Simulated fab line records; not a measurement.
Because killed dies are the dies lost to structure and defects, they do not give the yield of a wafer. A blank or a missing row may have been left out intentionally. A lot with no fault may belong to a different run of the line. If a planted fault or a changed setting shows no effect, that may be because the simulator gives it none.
fab line records	flow nand-harc
[record] lots = 7	wafers = 19	last-day = 33
route steps=1302 shown A_CHANNEL_HOLE_D1@488 A_CHANNEL_FILL_D1@490 END@1302
lots that met no fault: taken from a fault-free run of the same line
start-h: hours from the record's first day to the start of the lot's first wafer shown	wait-h: how many hours have passed since the lot's step before this one	" repeats the value in the row above	L1.1+2: one row covering several wafers at once	- no value, or no start was given	* or withheld: withheld	< > ~ a bound
route shown NAME@n: a module of which the file shows steps, and the number in the route of the first	usual: mean/standard deviation taken from wafers without a fault	same: alike in all rows	chamber/n: place in a boat	sites: the reading at each site	_std_site: the standard deviation of these	_edge_site: outer sites' mean less inner sites'	radius-mm: how far each site lies from the wafer's centre	mask NAME#n: copy n	behind: the most recent tool/chamber to have shaped the wafer	hold: why the lot went on hold/how many hours it stayed there/how the hold came to an end	device: which transistor (n, p or np) failed to switch	end of line: the tests these same wafers got at the end of their route	a step with no rows: only its recipe	killed: dies lost to structure and defects at the first sort, not the wafer's yield	map: dies across one wafer; x = killed, . = not, _ = none there
set.NAME: the run value of the setting; set.NAME@STEP: its run value at that earlier step	model.NAME: the simulator's own value behind a step, which no gauge read
lots at some steps of the route; a table a step, a row a wafer
services: from which hour (start-h, from the record's first day; less than 0 if before it) a tool's chamber was out of use, for how many hours, and why
[[steps]]
[step NHARC_A_CHANNEL_HOLE_D1_XSEM_31]
[recipe] landing-energy-ev = 35000
[step NHARC_A_CHANNEL_HOLE_D1_INSPECT_40]
[usual] raw-defect-count = 80/26
lot.wafer	tool	chamber	start-h	wait-h	raw-defect-count
L717.1	defect-inspect-01	-	207.93	-	86
L717.5	"	-	"	"	106
L717.6	"	-	"	"	115
L720.1	defect-inspect-01	-	233.83	-	80
L720.3	"	-	"	"	114
L720.5	"	-	"	"	93
L726.2	defect-inspect-02	-	297.43	-	63
L726.4	"	-	"	"	95
L726.6	"	-	"	"	71
L728.2	defect-inspect-02	-	304.89	-	57
L728.5	"	-	"	"	55
L728.6	"	-	"	"	76
L734.2	defect-inspect-01	-	367.69	-	55
L734.3	"	-	"	"	40
L735.2	defect-inspect-02	-	385.56	-	90
L735.3	"	-	"	"	76
L735.6	"	-	"	"	70
L738.2	defect-inspect-02	-	402.28	-	68
L738.3	"	-	"	"	79
[step NHARC_A_CHANNEL_FILL_D1_PRECLEAN_00]
[recipe] time-s = *	temp-c = 50	bath-age-min = 0	chemistry = SC1
[step NHARC_A_CHANNEL_FILL_D1_SRD_01]
[step NHARC_A_CHANNEL_FILL_D1_ALD_02]
[recipe] target-thk-a = 60	pulse-time-s = 10	ald-cycles = 60	temp-c = 300	material = SiO2
[usual] heater-power-w = 456/45	precursor-pulse-height-rel = 0.999/0.018
lot.wafer	tool	chamber	start-h	wait-h	heater-power-w	precursor-pulse-height-rel
L717.1	ald-hk-01	2	208.28	-	422	0.987
L717.6	"	0	"	"	437	0.989
L717.5	"	1	"	"	486	0.988
L720.1	ald-hk-03	3	234.03	-	515	0.982
L720.3	"	0	"	"	396	1.031
L720.5	"	0	"	"	406	0.997
L726.4	ald-hk-01	3	297.62	-	387	1.033
L726.2	"	1	"	"	490	1.006
L726.6	"	0	"	"	428	0.973
L728.2	ald-hk-02	2	307.35	-	492	1.006
L728.5	"	3	"	"	490	1.020
L728.6	"	0	"	"	476	0.971
L734.3	ald-hk-02	3	367.88	-	485	0.987
L734.2	"	1	"	"	522	1.008
L735.2	ald-hk-03	2	385.75	-	474	1.042
L735.3	"	3	"	"	513	1.007
L735.6	"	3	"	"	523	0.989
L738.3	ald-hk-01	2	405.11	-	439	1.002
L738.2	"	1	"	"	526	0.998
[step NHARC_A_CHANNEL_FILL_D1_ALD_03]
[recipe] target-thk-a = 60	pulse-time-s = 60	ald-cycles = 58	temp-c = 630	pressure-torr = 2	material = SiNx
[step NHARC_A_CHANNEL_FILL_D1_ALD_14]
[recipe] target-thk-a = 25	pulse-time-s = 10	ald-cycles = 25	temp-c = 300	material = SiO2
[usual] heater-power-w = 460/47	precursor-pulse-height-rel = 1.001/0.019
lot.wafer	tool	chamber	start-h	wait-h	heater-power-w	precursor-pulse-height-rel
L717.1	ald-hk-01	1	215.44	0.3	485	0.984
L717.6	"	2	"	"	435	0.991
L717.5	"	3	"	"	393	1.028
L720.1	ald-hk-01	0	241.13	0.1	422	1.001
L720.3	"	1	"	"	493	1.015
L720.5	"	2	"	"	424	0.996
L726.2	ald-hk-02	1	306.95	2.3	522	1.017
L726.4	"	3	"	"	510	1.015
L726.6	"	1	"	"	514	1.001
L728.2	ald-hk-01	3	314.62	0.6	382	0.981
L728.6	"	0	"	"	432	0.993
L728.5	"	1	"	"	528	0.980
L734.3	ald-hk-02	1	372.75	0.1	522	0.994
L734.2	"	2	"	"	483	1.027
L735.3	ald-hk-01	1	392.81	0.0	528	1.043
L735.2	"	2	"	"	433	0.987
L735.6	"	1	"	"	528	0.974
L738.2	ald-hk-01	3	412.17	0.0	379	1.003
L738.3	"	0	"	"	442	0.988
[step NHARC_A_CHANNEL_FILL_D1_ALD_15]
[recipe] target-thk-a = 20	pulse-time-s = 60	ald-cycles = 19	temp-c = 630	pressure-torr = 2	material = SiNx
[usual] precursor-pulse-height-rel = 1.001/0.02
lot.wafer	tool	chamber	start-h	wait-h	precursor-pulse-height-rel
L717.1	ald-sin-batch-01	0	-	-	0.999
L717.5	"	0	"	"	0.995
L717.6	"	0	"	"	1.046
L720.1	ald-sin-batch-01	0	-	-	1.008
L720.3	"	0	"	"	0.970
L720.5	"	0	"	"	1.007
L726.2	ald-sin-batch-01	0	-	-	0.990
L726.4	"	0	"	"	0.991
L726.6	"	0	"	"	1.014
L728.2	ald-sin-batch-03	0	-	-	1.003
L728.5	"	0	"	"	0.966
L728.6	"	0	"	"	0.980
L734.2	ald-sin-batch-02	0	-	-	0.981
L734.3	"	0	"	"	0.996
L735.2	ald-sin-batch-01	0	-	-	1.002
L735.3	"	0	"	"	1.029
L735.6	"	0	"	"	1.028
L738.2	ald-sin-batch-03	0	-	-	0.998
L738.3	"	0	"	"	1.007
[step NHARC_A_CHANNEL_FILL_D1_ALD_16]
[recipe] target-thk-a = 15	pulse-time-s = 10	ald-cycles = 15	temp-c = 300	material = SiO2
[usual] heater-power-w = 463/46	precursor-pulse-height-rel = 1.003/0.018
lot.wafer	tool	chamber	start-h	wait-h	heater-power-w	precursor-pulse-height-rel
L717.1	ald-hk-02	0	221.46	1.0	498	1.025
L717.6	"	1	"	"	501	1.008
L717.5	"	2	"	"	488	1.035
L720.3	ald-hk-02	3	246.26	0.1	493	1.019
L720.1	"	1	"	"	505	1.016
L720.5	"	3	"	"	495	1.014
L726.4	ald-hk-03	1	312.12	0.0	449	0.968
L726.2	"	0	"	"	407	1.025
L726.6	"	1	"	"	445	1.007
L728.2	ald-hk-03	1	319.76	0.1	457	1.008
L728.6	"	3	"	"	509	1.001
L728.5	"	0	"	"	394	0.981
L734.3	ald-hk-02	2	377.89	0.0	485	1.009
L734.2	"	0	"	"	508	1.011
L735.3	ald-hk-02	2	399.52	1.6	493	1.017
L735.2	"	3	"	"	486	1.017
L735.6	"	2	"	"	483	1.038
L738.2	ald-hk-01	3	417.37	0.1	372	0.999
L738.3	"	1	"	"	535	0.992
[step NHARC_A_CHANNEL_FILL_D1_ANNEAL_17]
[recipe] temp-c = 850	time-s = 1800
[step NHARC_A_CHANNEL_FILL_D1_CVD_18]
[recipe] target-thk-a = 30	temp-c = 550	material = poly-Si
[step NHARC_A_CHANNEL_FILL_D1_ETCHBACK_19]
[recipe] target-depth-a = 50	time-s = 1.7	hbr-flow-sccm = 150	cl2-flow-sccm = 50	rf-w = 400	icp-w = 400	bias-w = 100	chemistry = HBr/Cl2
[usual] drypump-motor-current-A = 5.8/0.42	oes-product-au = 1.003/0.014	throttle-valve-pct = 26.406/0.0086
lot.wafer	tool	chamber	start-h	wait-h	drypump-motor-current-A	oes-product-au	rf-hours-counter-h	throttle-valve-pct
L717.1	rie-si-05	1	234.07	0.4	5.9	1.019	0.6	26.410
L717.6	"	0	"	"	5.7	0.986	-	26.403
L717.5	"	2	"	"	6.1	1.008	-	26.409
L720.3	rie-si-06	3	259.74	0.4	5.8	0.994	0	26.401
L720.1	"	1	"	"	6.3	1.002	0	26.398
L720.5	"	2	"	"	6.0	1.002	-	26.397
L726.2	rie-si-06	2	324.05	0.4	6.0	0.996	0.3	26.410
L726.4	"	0	"	"	5.0	0.991	0.3	26.399
L726.6	"	1	"	"	6.3	1.017	-	26.408
L728.2	rie-si-03	3	334.15	0.4	5.3	1.000	0.8	26.412
L728.5	"	3	"	"	5.2	1.000	-	26.414
L728.6	"	0	"	"	4.8	1.017	-	26.402
L734.2	rie-si-05	3	389.51	0.4	5.8	1.008	0.4	26.397
L734.3	"	2	"	"	6.1	1.011	0.3	26.411
L735.3	rie-si-03	1	409.48	0.4	5.5	0.996	0.1	26.391
L735.2	"	3	"	"	5.2	1.011	0.0	26.403
L735.6	"	1	"	"	5.5	0.992	-	26.415
L738.2	rie-si-03	1	429.63	0.4	5.5	0.983	0.2	26.411
L738.3	"	2	"	"	6.3	1.012	0.2	26.410
[step NHARC_A_CHANNEL_FILL_D1_ETCHBACK_20]
[recipe] target-depth-a = 270	time-s = 13.5	c4f8-flow-sccm = withheld	o2-flow-sccm = 8	ar-flow-sccm = withheld	rf-w = 600	bias-w = 1500	chemistry = C4F8/O2/Ar
[usual] oes-product-au = 0.97/0.037	rf-vpp-V = 979/4.3	run-length-s = 34.8/0.52
lot.wafer	tool	chamber	start-h	wait-h	oes-product-au	rf-hours-counter-h	rf-vpp-V	run-length-s
L717.1	rie-diel-07	0	234.20	-	0.94	7	973	34.3
L717.5	"	1	"	"	0.92	-	977	34.9
L717.6	"	3	"	"	0.92	-	980	35.8
L720.1	rie-diel-10	1	259.85	-	1.00	1	976	34.9
L720.3	"	0	"	"	1.01	1	982	34.5
L720.5	"	1	"	"	1.00	-	977	34.3
L726.4	rie-diel-10	2	324.19	-	1.00	4	974	35.0
L726.2	"	3	"	"	0.98	5	985	34.4
L726.6	"	1	"	"	0.98	-	978	34.4
L728.2	rie-diel-07	0	334.29	-	0.98	2	972	34.2
L728.5	"	2	"	"	0.99	-	977	34.9
L728.6	"	3	"	"	0.99	-	979	35.8
L734.2	rie-diel-10	0	389.65	-	0.94	8	983	29.6
L734.3	"	1	"	"	0.92	7	978	34.8
L735.2	rie-diel-10	3	409.61	-	0.92	9	984	29.0
L735.3	"	0	"	"	0.94	9	981	34.5
L735.6	"	1	"	"	0.93	-	975	29.4
L738.3	rie-diel-10	3	429.75	-	1.00	0	984	33.9
L738.2	"	1	"	"	1.00	0	977	29.5
[step NHARC_A_CHANNEL_FILL_D1_STRIP_28]
[recipe] time-s = 20	o2-flow-sccm = 500	ar-flow-sccm = 0	bias-w = 0	chemistry = O2
[step NHARC_END_SORT_01]
[recipe] temp-c = 25
[usual] killed-at-array = 64/20	killed-at-other = 0.7/1.1	killed-at-periphery = 3.6/2.7	killed-dies = 68/20	killed-open = 2.8/1.9	killed-short = 2.3/1.5
[same] gross-dies = 677
lot.wafer	tool	chamber	start-h	wait-h	killed-at-array	killed-at-other	killed-at-periphery	killed-dies	killed-open	killed-short
L720.1	prober-02	0	637.71	2.5	61	0	3	64	5	3
L720.3	prober-02	0	639.32	3.1	59	0	1	60	4	0
L720.5	prober-02	0	640.93	3.7	51	0	1	52	6	1
L734.2	prober-02	0	746.82	2.8	670	1	6	677	2	5
L735.2	prober-01	0	762.95	2.8	672	1	4	677	3	2
L735.6	prober-01	0	766.18	4.0	673	0	4	677	1	2
L738.2	prober-01	0	785.68	2.8	675	0	2	677	5	1
// killed by level:class
L720.1 A_CHANNEL_HOLE_D1:chamber-film-flake=32 A_CHANNEL_HOLE_D2:chamber-film-flake=13 A_WL_FILL:chamber-film-flake=3 A_STAIRCASE:chamber-film-flake=2 A_CONTACT:chamber-film-flake=2 A_M1:chamber-film-flake=2 P_STI:geometric-particle:open=1 P_GATE:geometric-particle:short=1
L720.3 A_CHANNEL_HOLE_D1:chamber-film-flake=36 A_CHANNEL_HOLE_D2:chamber-film-flake=13 A_CONTACT:chamber-film-flake=3 A_CHANNEL_FILL_D1:geometric-particle:open=2 A_M0:geometric-particle:open=2 A_CHANNEL_FILL_D1:chamber-film-flake=2 P_GATE:chamber-film-flake=1 A_STAIRCASE:chamber-film-flake=1
L720.5 A_CHANNEL_HOLE_D1:chamber-film-flake=32 A_CHANNEL_HOLE_D2:chamber-film-flake=7 A_CHANNEL_FILL_D1:chamber-film-flake=2 A_CHANNEL_FILL_D1:geometric-particle:short=1 A_CHANNEL_FILL_D1:geometric-particle:open=1 A_ONON_D2:geometric-particle:open=1 A_SLIT:geometric-particle:open=1 A_CONTACT:geometric-particle:open=1
L734.2 A_CHANNEL_FILL_D1:area-etchback=607 A_SLIT:chamber-film-flake=28 A_CHANNEL_HOLE_D1:chamber-film-flake=14 A_STAIRCASE:chamber-film-flake=10 A_CONTACT:chamber-film-flake=4 P_ZERO_WELL:chamber-film-flake=3 P_GATE:chamber-film-flake=2 P_CONTACT:geometric-particle:short=1
L735.2 A_CHANNEL_FILL_D1:area-etchback=613 A_SLIT:chamber-film-flake=28 A_CHANNEL_HOLE_D1:chamber-film-flake=15 A_CONTACT:chamber-film-flake=6 A_STAIRCASE:chamber-film-flake=4 P_GATE:chamber-film-flake=3 A_ONON_D2:geometric-particle:short=1 A_ONON_D2:geometric-particle:open=1
L735.6 A_CHANNEL_FILL_D1:area-etchback=620 A_SLIT:chamber-film-flake=29 A_CHANNEL_HOLE_D1:chamber-film-flake=12 A_CONTACT:chamber-film-flake=6 P_M0:chamber-film-flake=3 A_CHANNEL_FILL_D2:geometric-particle:short=2 A_ONON_D2:geometric-particle:open=1 P_STI:chamber-film-flake=1
L738.2 A_CHANNEL_FILL_D1:area-etchback=618 A_CHANNEL_HOLE_D2:chamber-film-flake=26 A_CHANNEL_HOLE_D1:chamber-film-flake=12 A_CHANNEL_FILL_D1:chamber-film-flake=5 A_ONON_D1:geometric-particle:open=3 A_SLIT:chamber-film-flake=3 A_SGD_CUT:chamber-film-flake=2 A_M1:chamber-film-flake=2
// map L734.2 (x killed, . not)
____________x____________
_________xxxxxxx_________
_______xxxxxxxxxxx_______
______xxxxxxxxxxxxx______
_____xxxxxxxxxxxxxxx_____
____xxxxxxxxxxxxxxxxx____
____xxxxxxxxxxxxxxxxx____
___xxxxxxxxxxxxxxxxxxx___
___xxxxxxxxxxxxxxxxxxx___
__xxxxxxxxxxxxxxxxxxxxx__
__xxxxxxxxxxxxxxxxxxxxx__
_xxxxxxxxxxxxxxxxxxxxxxx_
_xxxxxxxxxxxxxxxxxxxxxxx_
_xxxxxxxxxxxxxxxxxxxxxxx_
_xxxxxxxxxxxxxxxxxxxxxxx_
_xxxxxxxxxxxxxxxxxxxxxxx_
xxxxxxxxxxxxxxxxxxxxxxxxx
xxxxxxxxxxxxxxxxxxxxxxxxx
xxxxxxxxxxxxxxxxxxxxxxxxx
xxxxxxxxxxxxxxxxxxxxxxxxx
xxxxxxxxxxxxxxxxxxxxxxxxx
_xxxxxxxxxxxxxxxxxxxxxxx_
_xxxxxxxxxxxxxxxxxxxxxxx_
_xxxxxxxxxxxxxxxxxxxxxxx_
_xxxxxxxxxxxxxxxxxxxxxxx_
_xxxxxxxxxxxxxxxxxxxxxxx_
__xxxxxxxxxxxxxxxxxxxxx__
__xxxxxxxxxxxxxxxxxxxxx__
___xxxxxxxxxxxxxxxxxxx___
___xxxxxxxxxxxxxxxxxxx___
____xxxxxxxxxxxxxxxxx____
____xxxxxxxxxxxxxxxxx____
_____xxxxxxxxxxxxxxx_____
______xxxxxxxxxxxxx______
_______xxxxxxxxxxx_______
_________xxxxxxx_________
____________x____________
// map L735.2 (x killed, . not)
____________x____________
_________xxxxxxx_________
_______xxxxxxxxxxx_______
______xxxxxxxxxxxxx______
_____xxxxxxxxxxxxxxx_____
____xxxxxxxxxxxxxxxxx____
____xxxxxxxxxxxxxxxxx____
___xxxxxxxxxxxxxxxxxxx___
___xxxxxxxxxxxxxxxxxxx___
__xxxxxxxxxxxxxxxxxxxxx__
__xxxxxxxxxxxxxxxxxxxxx__
_xxxxxxxxxxxxxxxxxxxxxxx_
_xxxxxxxxxxxxxxxxxxxxxxx_
_xxxxxxxxxxxxxxxxxxxxxxx_
_xxxxxxxxxxxxxxxxxxxxxxx_
_xxxxxxxxxxxxxxxxxxxxxxx_
xxxxxxxxxxxxxxxxxxxxxxxxx
xxxxxxxxxxxxxxxxxxxxxxxxx
xxxxxxxxxxxxxxxxxxxxxxxxx
xxxxxxxxxxxxxxxxxxxxxxxxx
xxxxxxxxxxxxxxxxxxxxxxxxx
_xxxxxxxxxxxxxxxxxxxxxxx_
_xxxxxxxxxxxxxxxxxxxxxxx_
_xxxxxxxxxxxxxxxxxxxxxxx_
_xxxxxxxxxxxxxxxxxxxxxxx_
_xxxxxxxxxxxxxxxxxxxxxxx_
__xxxxxxxxxxxxxxxxxxxxx__
__xxxxxxxxxxxxxxxxxxxxx__
___xxxxxxxxxxxxxxxxxxx___
___xxxxxxxxxxxxxxxxxxx___
____xxxxxxxxxxxxxxxxx____
____xxxxxxxxxxxxxxxxx____
_____xxxxxxxxxxxxxxx_____
______xxxxxxxxxxxxx______
_______xxxxxxxxxxx_______
_________xxxxxxx_________
____________x____________
[[services]]
tool	chamber	start-h	hours	kind
rie-diel-07	2	201.02	44.1	repair
rie-si-06	2	208.18	7.6	repair
ald-hk-03	-	215.49	10.0	pm
rie-si-03	-	221.00	9.0	pm
rie-si-05	3	227.27	27.1	repair
rie-diel-10	-	229.64	0.7	repair
ald-hk-02	-	230.13	0.5	repair
rie-diel-10	1	231.08	2.6	repair
rie-si-05	1	231.19	1.7	repair
rie-diel-07	-	236.83	2.5	repair
rie-diel-10	-	242.50	9.0	pm
rie-diel-07	0	247.78	4.4	repair
rie-si-06	-	249.00	9.0	pm
ald-hk-01	-	256.07	0.6	repair
rie-diel-10	-	264.79	0.2	repair
ald-hk-02	-	292.74	4.3	repair
rie-diel-07	-	294.20	9.0	pm
rie-diel-07	1	304.01	7.1	repair
rie-si-05	-	305.00	9.0	pm
ald-hk-02	-	348.00	10.0	pm
ald-hk-02	-	374.21	1.1	repair
rie-si-03	-	398.00	9.0	pm
rie-diel-10	-	419.50	9.0	pm
rie-si-06	-	426.00	9.0	pm
[[key]]
[first-sign] step = NHARC_A_CHANNEL_FILL_D1_ETCHBACK_20	reading = run-length-s	direction = down	sigmas = 10	usual = *	struck = *
[effect] step = NHARC_END_SORT_01	reading = killed-dies	direction = up	sigmas = 31	usual = 68	struck = 677
[more-kills-born-at] NHARC_A_CHANNEL_FILL_D1_ETCHBACK_20@rie-diel-10 = 2458
met-at NHARC_A_CHANNEL_FILL_D1_ETCHBACK_20
struck-wafers L734.2,L735.2,L735.6,L738.2
later-rows-left-out L734.2,L735.2,L735.6,L738.2
tester-left-out L734,L735,L738
onset-between 324.19 389.65
[fault] kind = process-parameter-drift	tool = rie-diel-10	chamber = -	onset-h = 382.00	steps = NHARC_A_CHANNEL_FILL_D1_ETCHBACK_20	channel = time-s	offset = *	shape = step	end-h = 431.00	scope = struck-wafers-only	acts-in = *	stated = *
// tester-left-out: of these lots the tester's yield and bins aren't shown, on N5 and GAA mostly nor the transistor test; their killed dies are dies lost to structure and defects alone, not to doping, threshold or leakage, so they don't give the yield
// later-rows-left-out: the simulator's readings of these wafers behind a module that went badly wrong aren't trusted and aren't shown, but for the sort
